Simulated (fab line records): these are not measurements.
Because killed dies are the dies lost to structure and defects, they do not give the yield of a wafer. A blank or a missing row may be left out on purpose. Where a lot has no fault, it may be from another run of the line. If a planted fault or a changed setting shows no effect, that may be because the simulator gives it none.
Chamber matching -- flow n5_finfet -- N5_BEOL_M0_SAQP_STRIP_86 on rie_diel-03: 4 sister chambers
The step strips in N2/H2. 14 wafers are shown with their chamber, then 7 later ones without.

WAFERS PAIRED WITH THEIR CHAMBERS
wafer,chamber,drypump_motor_current_A (A),showerhead_plenum_p_Torr (Torr),oes_product_au (a.u.)
L074.3,1,5.9,3.47,0.73
L074.4,3,6.5,3.37,0.77
L074.5,0,5.3,3.30,0.69
L081.1,3,6.5,3.36,0.76
L081.2,2,6.0,3.21,0.71
L081.3,1,5.9,3.47,0.73
L081.4,0,5.2,3.30,0.69
L081.5,3,6.5,3.36,0.76
L081.6,2,6.0,3.21,0.74
L084.1,0,5.2,3.30,0.67
L084.3,2,6.0,3.21,0.73
L084.5,1,5.9,3.46,0.74
L086.3,3,6.5,3.35,0.74
L086.5,3,6.5,3.35,0.75

SIGNATURES (averages over the wafers above)
reading,chamber 0,chamber 1,chamber 2,chamber 3,scatter within a chamber
drypump_motor_current_A,5.233,5.900,6.000,6.500,0.0258
showerhead_plenum_p_Torr,3.3000,3.4667,3.2100,3.3580,0.00589
oes_product_au,0.6833,0.7333,0.7267,0.7560,0.0115
Rule: for a wafer and a chamber, the distance is found by dividing, reading by reading, the gap between the wafer's reading and the chamber's mean by the reading's scatter, squaring, summing and taking the root. If the next closest chamber is less than 2 further off than the closest, the wafer can't be placed; otherwise it belongs to the closest. How the scatter is found: for the shown wafers, subtract from each reading the mean of its chamber, square and add these, divide the total by (wafers less chambers), then take the root.

WAFERS WITH NO CHAMBER GIVEN
wafer,drypump_motor_current_A (A),showerhead_plenum_p_Torr (Torr),oes_product_au (a.u.)
L086.6,5.2,3.29,0.67
L093.1,5.2,3.29,0.96
L093.3,5.9,3.45,0.71
L093.6,6.0,3.20,0.71
L096.1,6.5,3.34,0.72
L096.5,5.9,3.45,0.70
L096.6,5.2,3.29,0.93

WHICH CHAMBER EACH WENT THROUGH
wafer,from the rows above,in truth
L086.6,0,0
L093.1,0,0
L093.3,1,1
L093.6,2,2
L096.1,3,3
L096.5,1,1
L096.6,0,0
7 of 7 placed correctly. Left unplaced by these rows: 0. Number placed wrongly: 0.
